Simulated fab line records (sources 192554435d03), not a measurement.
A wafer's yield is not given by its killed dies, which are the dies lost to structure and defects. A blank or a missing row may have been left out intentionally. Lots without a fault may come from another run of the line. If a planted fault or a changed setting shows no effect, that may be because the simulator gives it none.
fab line records | flow n5Finfet
[record] lots = 7 | wafers = 39
route steps=1938 shown BEOL_M12@1616 MIM_BOT@1833 PASSIVATION@1930
startH: start of the lot's first displayed wafer, in hours after the record's first day | waitH: time in hours since the lot's previous step | " unchanged from the row above | L1.1+2: several wafers, shown together as one row | - no value, or no start given | * or withheld: withheld | < > ~ a bound
route shown NAME@n: a module of which the file shows steps, and the number in the route of the first | usual: average and standard deviation across the fault-free wafers | same: alike in all rows | chamber/n: place in a boat | sites: per-site readings | _std_site: standard deviation of those values | _edge_site: the outer-site mean with the inner-site mean subtracted | radiusMm: how far each site lies from the wafer's centre | mask NAME#n: copy n | behind: the tool/chamber that last shaped the wafer | hold: what put the lot on hold/how long, in hours/how the hold closed | device: the transistor (n, p or np) that didn't switch | end of line: the tests these same wafers got at the end of their route | a step given without rows: its recipe and nothing more | killed: count of dies lost to structure and defects at first sort (not the wafer's yield) | map: shows each die of a wafer: x if killed, . if not, _ if none is there
set.NAME: the setting as run; set.NAME@STEP: as run at that earlier step | model.NAME: the simulator's own value behind a step, which no gauge read
lots run with intentionally changed settings; tables by step, rows by wafer
[[steps]]
[step N5_BEOL_M12_ETCH_59]
[recipe] chemistry = N2/H2 | target = BARC | targetDepthA = 890 | overetchA = 267 | timeS = 67.9 | ionEnergyEv = 200 | pressureMtorr = 30 | sourceW = 840 | biasW = 150 | n2FlowSccm = 200 | h2FlowSccm = 200
lot.wafer | tool       | chamber | startH | waitH | set.targetDepthA | model.coat_of_BEOL_M12_COAT_04.thkNm | model.etch.depthNm
L074.1    | rieDiel-03 | 2       | 275.90 | 0.0   | 890              | 318.4                                | 88.62
L074.2    | "          | 3       | "      | "     | 890              | 319.6                                | 89.06
L074.3    | "          | 0       | "      | "     | 890              | 315.6                                | 88.53
L074.4    | "          | 1       | "      | "     | 890              | 317.8                                | 88.63
L074.5    | "          | 1       | "      | "     | 890              | 317.8                                | 88.62
L074.6    | "          | 0       | "      | "     | 890              | 317.4                                | 88.7
L079.1    | rieDiel-01 | 1       | 314.13 | 0.0   | 890              | 315.6                                | 88.6
L079.2    | "          | 2       | "      | "     | 890              | 319                                  | 88.51
L079.3    | "          | 0       | "      | "     | 890              | 319                                  | 88.31
L079.4    | "          | 3       | "      | "     | 890              | 316.6                                | 88.47
L079.5    | "          | 3       | "      | "     | 890              | 316.2                                | 88.68
L079.6    | "          | 0       | "      | "     | 890              | 318.8                                | 88.6
L081.1    | rieDiel-04 | 3       | 334.44 | 0.0   | 376.9            | 347                                  | 63.98
L081.2    | "          | 2       | "      | "     | 890              | 319.8                                | 89.19
L081.3    | "          | 0       | "      | "     | 376.9            | 347.2                                | 62.79
L081.4    | "          | 1       | "      | "     | 890              | 320.2                                | 88.91
L081.5    | "          | 0       | "      | "     | 890              | 319.8                                | 89.24
L081.6    | "          | 3       | "      | "     | 376.9            | 346.6                                | 64.2
L082.1    | rieDiel-01 | 1       | 340.81 | 0.0   | 551.7            | 336.6                                | 82.38
L082.2    | "          | 3       | "      | "     | 551.7            | 336.4                                | 83.02
L082.3    | "          | 2       | "      | "     | 890              | 319                                  | 89.17
L082.4    | "          | 2       | "      | "     | 890              | 321.2                                | 89.23
L082.5    | "          | 1       | "      | "     | 890              | 318.4                                | 88.98
L082.6    | "          | 3       | "      | "     | 551.7            | 337                                  | 83.2
L083.2    | rieDiel-04 | 0       | 346.01 | 0.0   | 890              | 320                                  | 88.58
L083.3    | "          | 2       | "      | "     | 890              | 319.2                                | 88.79
L083.4    | "          | 3       | "      | "     | 890              | 318.8                                | 88.79
L093.1    | rieDiel-03 | 2       | 407.33 | 0.0   | 890              | 319.4                                | 89.39
L093.2    | "          | 0       | "      | "     | 890              | 317.4                                | 89.27
L093.3    | "          | 3       | "      | "     | 890              | 317                                  | 89.27
L093.4    | "          | 1       | "      | "     | 890              | 318.6                                | 89.3
L093.5    | "          | 2       | "      | "     | 890              | 321                                  | 89.09
L093.6    | "          | 3       | "      | "     | 890              | 318.8                                | 89.19
L095.1    | rieDiel-03 | 1       | 414.48 | 0.0   | 440.8            | 342.8                                | 69.87
L095.2    | "          | 0       | "      | "     | 890              | 317.6                                | 88.82
L095.3    | "          | 2       | "      | "     | 440.8            | 343.4                                | 69.51
L095.4    | "          | 3       | "      | "     | 890              | 318.6                                | 88.91
L095.5    | "          | 2       | "      | "     | 440.8            | 343.2                                | 69.45
L095.6    | "          | 1       | "      | "     | 890              | 318.4                                | 88.64
[step N5_BEOL_M12_VIA_ETCH_16]
[recipe] chemistry = C4F8/O2/Ar | target = SiOC | pressureMtorr = 30 | sourceW = 3000 | biasW = 700 | Ar_flow_sccm = 400 | C4F8_flow_sccm = 15 | O2_flow_sccm = 8 | heInnerTorr = 15 | heOuterTorr = 30 | targetDepthA = 7248 | timeS = withheld | ionEnergyEv = 250 | ends = cleared
lot.wafer | tool       | chamber | startH | waitH | set.targetDepthA@BEOL_M12_ETCH_59 | model.coat_of_BEOL_M12_COAT_04.thkNm
L074.1    | rieDiel-03 | 2       | 275.95 | 0.0   | 890                               | 128.2
L074.2    | "          | 3       | "      | "     | 890                               | 127.2
L074.3    | "          | 0       | "      | "     | 890                               | 125.4
L074.4    | "          | 1       | "      | "     | 890                               | 123.6
L074.5    | "          | 1       | "      | "     | 890                               | 122.6
L074.6    | "          | 0       | "      | "     | 890                               | 121.2
L079.1+4  | rieDiel-01 | 1,3     | 314.18 | 0.0   | 890                               | 122.2
L079.2    | "          | 2       | "      | "     | 890                               | 127.2
L079.3    | "          | 0       | "      | "     | 890                               | 128.6
L079.5    | "          | 3       | "      | "     | 890                               | 121.4
L079.6    | "          | 0       | "      | "     | 890                               | 124
L081.1    | rieDiel-04 | 3       | 334.49 | 0.0   | 376.9                             | 153
L081.2    | "          | 2       | "      | "     | 890                               | 124.8
L081.3    | "          | 0       | "      | "     | 376.9                             | 158.6
L081.4+5  | "          | 1,0     | "      | "     | 890                               | 125
L081.6    | "          | 3       | "      | "     | 376.9                             | 149.8
L082.1    | rieDiel-01 | 1       | 340.86 | 0.0   | 551.7                             | 144
L082.2    | "          | 3       | "      | "     | 551.7                             | 145.6
L082.3    | "          | 2       | "      | "     | 890                               | 124
L082.4    | "          | 2       | "      | "     | 890                               | 124.6
L082.5    | "          | 1       | "      | "     | 890                               | 121.2
L082.6    | "          | 3       | "      | "     | 551.7                             | 142.2
L083.2    | rieDiel-04 | 0       | 346.06 | 0.0   | 890                               | 127.8
L083.3    | "          | 2       | "      | "     | 890                               | 127.6
L083.4    | "          | 3       | "      | "     | 890                               | 125
L093.1    | rieDiel-03 | 2       | 407.38 | 0.0   | 890                               | 126.8
L093.2    | "          | 0       | "      | "     | 890                               | 125
L093.3    | "          | 3       | "      | "     | 890                               | 124.8
L093.4    | "          | 1       | "      | "     | 890                               | 123.6
L093.5    | "          | 2       | "      | "     | 890                               | 127.4
L093.6    | "          | 3       | "      | "     | 890                               | 122
L095.1    | rieDiel-03 | 1       | 414.54 | 0.0   | 440.8                             | 149
L095.2    | "          | 0       | "      | "     | 890                               | 124.8
L095.3    | "          | 2       | "      | "     | 440.8                             | 147.6
L095.4    | "          | 3       | "      | "     | 890                               | 122.6
L095.5    | "          | 2       | "      | "     | 440.8                             | 148.2
L095.6    | "          | 1       | "      | "     | 890                               | 118.8
[step N5_BEOL_M12_STRIP_63]
[recipe] chemistry = N2/H2 | powerW = 1000 | tempC = 250 | h2Frac = 0.65 | overashFraction = 0.3 | pressureMtorr = 1000 | n2FlowSccm = 1750 | h2FlowSccm = 3250
[usual] stripTimeToEndpointS = 43.0/0.76
lot.wafer | tool           | chamber | startH | waitH | set.targetDepthA@BEOL_M12_ETCH_59 | stripTimeToEndpointS
L074.1    | plasmaAsher-02 | 0       | 276.15 | -     | 890                               | 43.9
L074.2    | "              | 1       | "      | "     | 890                               | 43.6
L074.3    | "              | 0       | "      | "     | 890                               | 43.1
L074.4    | "              | 1       | "      | "     | 890                               | 42.6
L074.5    | "              | 0       | "      | "     | 890                               | 42.4
L074.6    | "              | 1       | "      | "     | 890                               | 42.0
L079.1    | plasmaAsher-01 | 1       | 314.38 | -     | 890                               | 42.3
L079.2    | "              | 0       | "      | "     | 890                               | 43.6
L079.3    | "              | 1       | "      | "     | 890                               | 44.0
L079.4    | "              | 0       | "      | "     | 890                               | 42.2
L079.5    | "              | 0       | "      | "     | 890                               | 42.1
L079.6    | "              | 1       | "      | "     | 890                               | 42.8
L081.1    | plasmaAsher-01 | 1       | 334.69 | -     | 376.9                             | 50.4
L081.2    | "              | 0       | "      | "     | 890                               | 43.0
L081.3    | "              | 0       | "      | "     | 376.9                             | 51.9
L081.4    | "              | 1       | "      | "     | 890                               | 43.0
L081.5    | "              | 1       | "      | "     | 890                               | 43.0
L081.6    | "              | 0       | "      | "     | 376.9                             | 49.6
L082.1    | plasmaAsher-01 | 1       | 341.06 | -     | 551.7                             | 48.1
L082.2    | "              | 0       | "      | "     | 551.7                             | 48.5
L082.3    | "              | 1       | "      | "     | 890                               | 42.8
L082.4    | "              | 0       | "      | "     | 890                               | 42.9
L082.5    | "              | 1       | "      | "     | 890                               | 42.0
L082.6    | "              | 0       | "      | "     | 551.7                             | 47.6
L083.2    | plasmaAsher-02 | 1       | 346.26 | -     | 890                               | 43.8
L083.3    | "              | 0       | "      | "     | 890                               | 43.7
L083.4    | "              | 1       | "      | "     | 890                               | 43.0
L093.1    | plasmaAsher-02 | 1       | 407.58 | -     | 890                               | 43.5
L093.2    | "              | 0       | "      | "     | 890                               | 43.0
L093.3    | "              | 1       | "      | "     | 890                               | 43.0
L093.4    | "              | 0       | "      | "     | 890                               | 42.7
L093.5    | "              | 1       | "      | "     | 890                               | 43.6
L093.6    | "              | 0       | "      | "     | 890                               | 42.2
L095.1    | plasmaAsher-02 | 1       | 414.74 | -     | 440.8                             | 49.4
L095.2    | "              | 0       | "      | "     | 890                               | 43.0
L095.3    | "              | 0       | "      | "     | 440.8                             | 49.1
L095.4    | "              | 1       | "      | "     | 890                               | 42.4
L095.5    | "              | 1       | "      | "     | 440.8                             | 49.2
L095.6    | "              | 0       | "      | "     | 890                               | 41.3
[step N5_MIM_BOT_SPUTTER_00]
[recipe] material = TiN | targetThkA = 350 | tempC = 200 | powerW = 3000 | chamberPressurePa = 0.49996 | gas = Ar | reactivePartialPa = 0.37997 | timeS = 89.7
lot.wafer | tool          | chamber | startH | waitH | set.targetThkA | model.TiN_of_MIM_BOT_SPUTTER_00.thkNm
L074.1+4  | pvdSputter-03 | -       | 295.82 | 0.0   | 350            | 35.2
L074.2    | "             | -       | "      | "     | 545.9          | 54.2
L074.3    | "             | -       | "      | "     | 545.9          | 54.4
L074.5    | "             | -       | "      | "     | 350            | 34.4
L074.6    | "             | -       | "      | "     | 545.9          | 54.8
L079.1    | pvdSputter-03 | -       | 339.85 | 0.0   | 410.3          | 40.6
L079.2    | "             | -       | "      | "     | 350            | 34
L079.3+6  | "             | -       | "      | "     | 410.3          | 40.8
L079.4    | "             | -       | "      | "     | 350            | 34.6
L079.5    | "             | -       | "      | "     | 350            | 34.2
L081.1    | pvdSputter-02 | -       | 364.50 | 0.0   | 484.8          | 48.2
L081.2+5  | "             | -       | "      | "     | 350            | 34.8
L081.3    | "             | -       | "      | "     | 484.8          | 48.8
L081.4    | "             | -       | "      | "     | 484.8          | 48.4
L081.6    | "             | -       | "      | "     | 350            | 35
L082.1+3  | pvdSputter-03 | -       | 365.97 | 0.0   | 350            | 34.6
L082.2+6  | "             | -       | "      | "     | 350            | 35
L082.4    | "             | -       | "      | "     | 350            | 34.8
L082.5    | "             | -       | "      | "     | 350            | 34.4
L083.2+4  | pvdSputter-03 | -       | 369.51 | 0.0   | 350            | 34.8
L083.3    | "             | -       | "      | "     | 350            | 34.4
L093.1+3  | pvdSputter-01 | -       | 434.32 | 0.0   | 350            | 34.8
L093.2    | "             | -       | "      | "     | 350            | 35.4
L093.4+6  | "             | -       | "      | "     | 235.5          | 23.4
L093.5    | "             | -       | "      | "     | 235.5          | 23.6
L095.1+5  | pvdSputter-02 | -       | 439.17 | 0.0   | 350            | 34.6
L095.2    | "             | -       | "      | "     | 350            | 34.8
L095.3    | "             | -       | "      | "     | 179.2          | 17.2
L095.4+6  | "             | -       | "      | "     | 179.2          | 17.4
[step N5_PASSIVATION_ETCH_54]
[recipe] chemistry = CHF3/O2 | target = SiO2 | targetDepthA = 8800 | CHF3_flow_sccm = 50 | O2_flow_sccm = 5 | Ar_flow_sccm = 200 | timeS = 440 | maskMaterial = PR | pressureMtorr = 30 | sourceW = 650 | biasW = 170 | ionEnergyEv = 200
lot.wafer | tool       | chamber | startH | waitH | set.timeS | model.etch.depthNm | model.PASSIVATION.featureDepthNm
L074.1    | rieDiel-01 | 3       | 304.33 | 0.1   | 440       | 894                | 894
L074.2    | "          | 2       | "      | "     | 440       | 864                | 864
L074.3    | "          | 0       | "      | "     | 440       | 844.6              | 844.6
L074.4    | "          | 1       | "      | "     | 440       | 881.3              | 881.4
L074.5    | "          | 1       | "      | "     | 440       | 883.4              | 883.4
L074.6    | "          | 2       | "      | "     | 440       | 859.7              | 859.6
L079.1    | rieDiel-04 | 1       | 351.83 | 0.1   | 581.2     | 1138               | 1138
L079.2    | "          | 0       | "      | "     | 581.2     | 1097               | 1097
L079.3    | "          | 3       | "      | "     | 440       | 875.6              | 875.6
L079.4    | "          | 1       | "      | "     | 440       | 859                | 859
L079.5    | "          | 0       | "      | "     | 440       | 841.9              | 842
L079.6    | "          | 3       | "      | "     | 581.2     | 1151               | 1151
L081.1    | rieDiel-01 | 1       | 373.31 | 0.1   | 636.2     | 1287               | 1287
L081.2    | "          | 2       | "      | "     | 636.2     | 1243               | 1243
L081.3    | "          | 0       | "      | "     | 440       | 873.9              | 873.8
L081.4    | "          | 3       | "      | "     | 440       | 891.8              | 891.8
L081.5    | "          | 1       | "      | "     | 440       | 894.6              | 894.6
L081.6    | "          | 2       | "      | "     | 636.2     | 1249               | 1249
L083.2    | rieDiel-03 | 3       | 378.52 | 0.1   | 440       | 881.6              | 881.6
L083.3    | "          | 2       | "      | "     | 440       | 861.5              | 861.4
L083.4    | "          | 1       | "      | "     | 440       | 866.8              | 866.8
L082.1    | rieDiel-04 | 0       | 378.81 | 0.1   | 205       | 391.6              | 391.6
L082.2+4  | "          | 3,1     | "      | "     | 440       | 864.5              | 864.4
L082.3    | "          | 2       | "      | "     | 205       | 407.4              | 407.4
L082.5    | "          | 3       | "      | "     | 205       | 403.3              | 403.4
L082.6    | "          | 0       | "      | "     | 440       | 845.4              | 845.4
L093.1    | rieDiel-01 | 3       | 442.53 | 0.1   | 440       | 884.2              | 884.2
L093.2    | "          | 2       | "      | "     | 307.6     | 602.8              | 602.8
L093.3    | "          | 1       | "      | "     | 307.6     | 632.6              | 632.6
L093.4    | "          | 0       | "      | "     | 440       | 872.3              | 872.2
L093.5    | "          | 1       | "      | "     | 440       | 887.7              | 887.6
L093.6    | "          | 0       | "      | "     | 307.6     | 607.7              | 607.8
L095.1    | rieDiel-01 | 1       | 448.69 | 0.1   | 440       | 887                | 887
L095.2    | "          | 3       | "      | "     | 440       | 885.2              | 885.2
L095.3    | "          | 0       | "      | "     | 440       | 861.3              | 861.4
L095.4    | "          | 2       | "      | "     | 440       | 857.3              | 857.4
L095.5    | "          | 3       | "      | "     | 440       | 875.2              | 875.2
L095.6    | "          | 2       | "      | "     | 440       | 858.1              | 858
[[key]]
[split] step = N5_BEOL_M12_ETCH_59 | setting = targetDepthA | stated = 890 | by = wafer
[response] step = N5_BEOL_M12_ETCH_59 | reading = model.coat_of_BEOL_M12_COAT_04.thkNm | change = -0.474 | per = 1% | r = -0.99
[response] step = N5_BEOL_M12_ETCH_59 | reading = model.etch.depthNm | change = +0.365 | per = 1% | r = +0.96
[response] step = N5_BEOL_M12_VIA_ETCH_16 | reading = model.coat_of_BEOL_M12_COAT_04.thkNm | change = -0.516 | per = 1% | r = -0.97
[response] step = N5_BEOL_M12_STRIP_63 | reading = stripTimeToEndpointS | change = * | per = 1% | r = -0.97
[split] step = N5_MIM_BOT_SPUTTER_00 | setting = targetThkA | stated = 350 | by = wafer
[response] step = N5_MIM_BOT_SPUTTER_00 | reading = model.TiN_of_MIM_BOT_SPUTTER_00.thkNm | change = +0.353 | per = 1% | r = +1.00
[split] step = N5_PASSIVATION_ETCH_54 | setting = timeS | stated = 440 | by = wafer
[response] step = N5_PASSIVATION_ETCH_54 | reading = model.etch.depthNm | change = +8.52 | per = 1% | r = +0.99
[response] step = N5_PASSIVATION_ETCH_54 | reading = model.PASSIVATION.featureDepthNm | change = +8.52 | per = 1% | r = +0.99
